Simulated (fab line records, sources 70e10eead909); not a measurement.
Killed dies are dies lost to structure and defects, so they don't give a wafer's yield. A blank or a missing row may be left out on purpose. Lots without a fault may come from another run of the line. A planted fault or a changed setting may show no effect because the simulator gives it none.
Which tool did it? | flow nand_harc | 13 lots, 39 wafers sampled, at 6 steps of a route of 1302

WHAT THE GAUGES READ, wafer by wafer
NHARC_P_M0_CD_MEAS_09: target cd 90 nm. Usual: cd_nm 90.0 nm, standard deviation 0.64.
lot  | measured     | on        | cd_nm (nm)     | flag
L319 | day 5 23:25  | cd_sem-01 | 89.6 89.1 89.9 |
L320 | day 6 12:08  | cd_sem-01 | 90.7 91.1 90.7 |
L322 | day 7 09:11  | cd_sem-03 | 89.5 89.7 89.0 |
L323 | day 7 21:30  | cd_sem-01 | 90.3 90.7 91.3 |
L324 | day 8 04:11  | cd_sem-02 | 91.5 91.7 91.3 |
L325 | day 8 17:14  | cd_sem-03 | 90.9 90.7 91.1 |
L326 | day 9 06:19  | cd_sem-03 | 89.6 90.3 90.1 |
L327 | day 9 14:08  | cd_sem-02 | 91.1 91.0 90.4 |
L328 | day 10 00:34 | cd_sem-03 | 89.9 89.8 90.0 |
L329 | day 10 16:58 | cd_sem-01 | 90.6 91.0 90.4 |
L330 | day 10 18:08 | cd_sem-03 | 89.2 89.1 88.8 |
L331 | day 11 07:21 | cd_sem-03 | 90.2 90.0 89.9 |
L339 | day 14 07:49 | cd_sem-02 | 78.8 90.7 90.2 | OFF

NHARC_P_M0_INSPECT_11. Usual: raw_defect_count 3.9, standard deviation 2.7.
lot  | measured     | on                | raw_defect_count | flag
L319 | day 5 23:32  | defect_inspect-02 | 2 3 8            |
L320 | day 6 12:16  | defect_inspect-01 | 5 2 1            |
L322 | day 7 09:19  | defect_inspect-02 | 5 6 7            |
L323 | day 7 21:37  | defect_inspect-02 | 12 10 15         | OFF
L324 | day 8 04:19  | defect_inspect-01 | 6 5 7            |
L325 | day 8 17:21  | defect_inspect-01 | 3 1 0            |
L326 | day 9 06:26  | defect_inspect-02 | 7 4 9            |
L327 | day 9 14:15  | defect_inspect-01 | 4 3 3            |
L328 | day 10 00:41 | defect_inspect-01 | 7 3 3            |
L329 | day 10 17:05 | defect_inspect-02 | 2 5 3            |
L330 | day 10 18:15 | defect_inspect-02 | 2 3 2            |
L331 | day 11 07:28 | defect_inspect-01 | 2 1 2            |
L339 | day 14 07:56 | defect_inspect-02 | 3 5 5            |

NHARC_P_M0_CD_MEAS_16. Usual: cd_nm 90.0 nm, standard deviation 0.75.
lot  | measured     | on        | cd_nm (nm)     | flag
L319 | day 5 23:55  | cd_sem-02 | 90.0 89.5 88.9 |
L320 | day 6 12:40  | cd_sem-01 | 91.2 90.8 90.5 |
L322 | day 7 09:45  | cd_sem-02 | 89.5 90.1 89.1 |
L323 | day 7 21:59  | cd_sem-02 | 90.6 90.9 91.0 |
L324 | day 8 04:40  | cd_sem-03 | 92.1 92.1 91.3 |
L325 | day 8 18:01  | cd_sem-03 | 91.0 90.7 90.6 |
L326 | day 9 06:48  | cd_sem-03 | 89.8 90.2 90.8 |
L327 | day 9 14:37  | cd_sem-02 | 91.1 90.8 90.1 |
L328 | day 10 01:02 | cd_sem-03 | 89.4 90.1 90.6 |
L329 | day 10 17:32 | cd_sem-02 | 89.8 91.2 90.2 |
L330 | day 10 18:40 | cd_sem-02 | 89.2 89.2 89.3 |
L331 | day 11 08:35 | cd_sem-02 | 91.1 89.7 90.2 |
L339 | day 14 08:21 | cd_sem-01 | 78.5 91.1 90.4 | OFF

WHICH TOOL RAN EACH LOT (tool, then ch and the chambers of the sampled wafers, then the start)
lot  | NHARC_P_CONTACT_ETCH_35            | NHARC_P_CONTACT_ETCH_36                       | NHARC_P_M0_PEB_07
L319 | rie_diel-01 ch 1,3, day 5 19:31    | rie_diel-01 ch 1,2, day 5 23:20 or earlier    | litho_track-04 ch 0, day 5 23:20
L320 | rie_diel-10 ch 1,2,3, day 6 08:10  | rie_diel-10 ch 1,2,3, day 6 12:04 or earlier  | litho_track-06 ch 0, day 6 12:04
L322 | rie_diel-10 ch 0,1, day 7 05:17    | rie_diel-10 ch 2,3, day 7 09:07 or earlier    | litho_track-01 ch 0, day 7 09:07
L323 | rie_diel-03 ch 0,2,3, day 7 17:19  | rie_diel-03 ch 0,1,2, day 7 21:25 or earlier  | litho_track-04 ch 0, day 7 21:25
L324 | rie_diel-03 ch 0,1,2, day 8 00:22  | rie_diel-03 ch 0,1,2, day 8 04:06 or earlier  | litho_track-04 ch 0, day 8 04:06
L325 | rie_diel-01 ch 0,1,3, day 8 13:28  | rie_diel-01 ch 1,2,3, day 8 17:09 or earlier  | litho_track-04 ch 0, day 8 17:09
L326 | rie_diel-03 ch 0,1,2, day 9 02:26  | rie_diel-03 ch 0,1,3, day 9 06:14 or earlier  | litho_track-04 ch 0, day 9 06:14
L327 | rie_diel-03 ch 0,1,2, day 9 10:10  | rie_diel-03 ch 1,2, day 9 14:03 or earlier    | litho_track-01 ch 0, day 9 14:03
L328 | rie_diel-10 ch 0,1,2, day 9 20:31  | rie_diel-10 ch 0,1,2, day 10 00:29 or earlier | litho_track-04 ch 0, day 10 00:29
L329 | rie_diel-10 ch 0,1,3, day 10 12:47 | rie_diel-10 ch 0,1, day 10 16:53 or earlier   | litho_track-04 ch 0, day 10 16:53
L330 | rie_diel-10 ch 0,2,3, day 10 14:14 | rie_diel-10 ch 1,2,3, day 10 18:03 or earlier | litho_track-06 ch 0, day 10 18:03
L331 | rie_diel-01 ch 0,1, day 11 03:34   | rie_diel-01 ch 1,2, day 11 07:16 or earlier   | litho_track-01 ch 0, day 11 07:16
L339 | rie_diel-01 ch 1,2,3, day 14 03:07 | rie_diel-01 ch 0,2,3, day 14 07:44 or earlier | litho_track-01 ch 0, day 14 07:44
- NHARC_P_CONTACT_ETCH_35: etches the open film in CF4, target depth 39 nm, time 65 s.
- NHARC_P_CONTACT_ETCH_36: etches the open film in N2/H2, target depth 260 nm, time 406.25 s.
- NHARC_P_M0_PEB_07: peb time 65 s.

WHAT THE TOOLS THEMSELVES READ (means of the sampled wafers that have a number; where no wafer has one, the mark that the record gives instead)
NHARC_P_CONTACT_ETCH_35. Usual: drypump_motor_current_A 5.7 A, standard deviation 0.34; oes_product_au 1.001 a.u., standard deviation 0.0076; rf_vpp_V 151.2 V, standard deviation 1.1; showerhead_plenum_p_Torr 1.76 Torr, standard deviation 0.068; throttle_valve_pct 13.284 %, standard deviation 0.0088.
lot  | tool        | drypump_motor_current_A (A) | oes_product_au (a.u.) | rf_vpp_V (V) | showerhead_plenum_p_Torr (Torr) | throttle_valve_pct (%) | flag
L319 | rie_diel-01 | 5.4                         | 0.995                 | 151.2        | 1.78                            | 13.284                 |
L320 | rie_diel-10 | 5.8                         | 1.005                 | 151.8        | 1.76                            | 13.282                 |
L322 | rie_diel-10 | 5.6                         | 1.005                 | 150.9        | 1.74                            | 13.281                 |
L323 | rie_diel-03 | 5.7                         | 1.006                 | 150.9        | 1.78                            | 13.292                 |
L324 | rie_diel-03 | 5.9                         | 1.004                 | 150.3        | 1.74                            | 13.286                 |
L325 | rie_diel-01 | 5.5                         | 1.000                 | 152.2        | 1.80                            | 13.291                 |
L326 | rie_diel-03 | 5.9                         | 1.000                 | 150.6        | 1.74                            | 13.284                 |
L327 | rie_diel-03 | 5.9                         | 0.994                 | 151.0        | 1.74                            | 13.278                 |
L328 | rie_diel-10 | 5.6                         | 0.998                 | 151.1        | 1.75                            | 13.292                 |
L329 | rie_diel-10 | 5.7                         | 0.998                 | 151.0        | 1.71                            | 13.287                 |
L330 | rie_diel-10 | 5.6                         | 0.995                 | 151.1        | 1.72                            | 13.287                 |
L331 | rie_diel-01 | 5.2                         | 1.005                 | 152.0        | 1.79                            | 13.293                 |
L339 | rie_diel-01 | 5.6                         | 0.994                 | 152.3        | 1.76                            | 13.282                 |

NHARC_P_CONTACT_ETCH_36. Usual: drypump_motor_current_A 5.7 A, standard deviation 0.34; oes_product_au 1.001 a.u., standard deviation 0.0075; rf_vpp_V 430.2 V, standard deviation 2.4; showerhead_plenum_p_Torr 2.03 Torr, standard deviation 0.086; throttle_valve_pct 14.171 %, standard deviation 0.0086.
lot  | tool        | drypump_motor_current_A (A) | oes_product_au (a.u.) | rf_vpp_V (V) | showerhead_plenum_p_Torr (Torr) | throttle_valve_pct (%) | flag
L319 | rie_diel-01 | 5.2                         | 0.999                 | 429.1        | 1.99                            | 14.165                 |
L320 | rie_diel-10 | 5.8                         | 1.011                 | 430.1        | 2.03                            | 14.174                 |
L322 | rie_diel-10 | 5.8                         | 1.002                 | 430.4        | 2.04                            | 14.161                 |
L323 | rie_diel-03 | 6.0                         | 0.999                 | 429.8        | 2.01                            | 14.167                 |
L324 | rie_diel-03 | 5.9                         | 1.002                 | 430.1        | 2.01                            | 14.174                 |
L325 | rie_diel-01 | 5.6                         | 0.987                 | 430.6        | 2.04                            | 14.168                 |
L326 | rie_diel-03 | 5.8                         | 0.998                 | 429.1        | 1.99                            | 14.177                 |
L327 | rie_diel-03 | 6.1                         | 0.990                 | 431.7        | 2.09                            | 14.181                 |
L328 | rie_diel-10 | 5.6                         | 0.999                 | 429.9        | 2.01                            | 14.170                 |
L329 | rie_diel-10 | 5.4                         | 0.999                 | 428.6        | 1.96                            | 14.175                 |
L330 | rie_diel-10 | 5.8                         | 1.010                 | 430.4        | 2.02                            | 14.162                 |
L331 | rie_diel-01 | 5.2                         | 0.996                 | 429.0        | 1.99                            | 14.176                 |
L339 | rie_diel-01 | 5.7                         | 0.999                 | 430.3        | 2.07                            | 14.174                 |

NHARC_P_M0_PEB_07. Usual: heater_power_total_W 156.6 W, standard deviation 0.42.
lot  | tool           | heater_power_total_W (W) | flag
L319 | litho_track-04 | 156.7                    |
L320 | litho_track-06 | 156.8                    |
L322 | litho_track-01 | 156.8                    |
L323 | litho_track-04 | 156.1                    |
L324 | litho_track-04 | 156.7                    |
L325 | litho_track-04 | 156.7                    |
L326 | litho_track-04 | 156.7                    |
L327 | litho_track-01 | 156.3                    |
L328 | litho_track-04 | 156.4                    |
L329 | litho_track-04 | 157.2                    |
L330 | litho_track-06 | 156.6                    |
L331 | litho_track-01 | 156.8                    |
L339 | litho_track-01 | 165.7                    | OFF

THE ANSWER, worked out from the rows above alone
Rule: a lot is off if the mean of its wafers that have a number lies more than 3 standard deviations from the usual mean. A lot without any number at a reading at which 4 lots or more have one is off too. The other lots that the step has rows for count as sound. The gauges are gone through in route order, then the tools' own readings, and for those a lot's mean is taken as printed above. The first step at which some lot is off is used, and at that step the reading that is off furthest; a lot without a number counts as furthest.
Off: L339, at NHARC_P_M0_CD_MEAS_09 (cd_nm).
A tool fits if, at a process step before that reading, it ran every lot that is off, and no sound lot after the first of them. The gauges at NHARC_P_M0_CD_MEAS_09 aren't tried: what is off there is off at NHARC_P_M0_CD_MEAS_16 too, on other tools, and a gauge's error can't cause that. NHARC_P_CONTACT_ETCH_36 gives no start for some lots, so the hours and the order of its lots are those of NHARC_P_M0_PEB_07. Can't be told from this: 2 tools fit, rie_diel-01 at NHARC_P_CONTACT_ETCH_35 and NHARC_P_CONTACT_ETCH_36, litho_track-01 at NHARC_P_M0_PEB_07.

WHAT THE SIMULATOR HAD PUT IN
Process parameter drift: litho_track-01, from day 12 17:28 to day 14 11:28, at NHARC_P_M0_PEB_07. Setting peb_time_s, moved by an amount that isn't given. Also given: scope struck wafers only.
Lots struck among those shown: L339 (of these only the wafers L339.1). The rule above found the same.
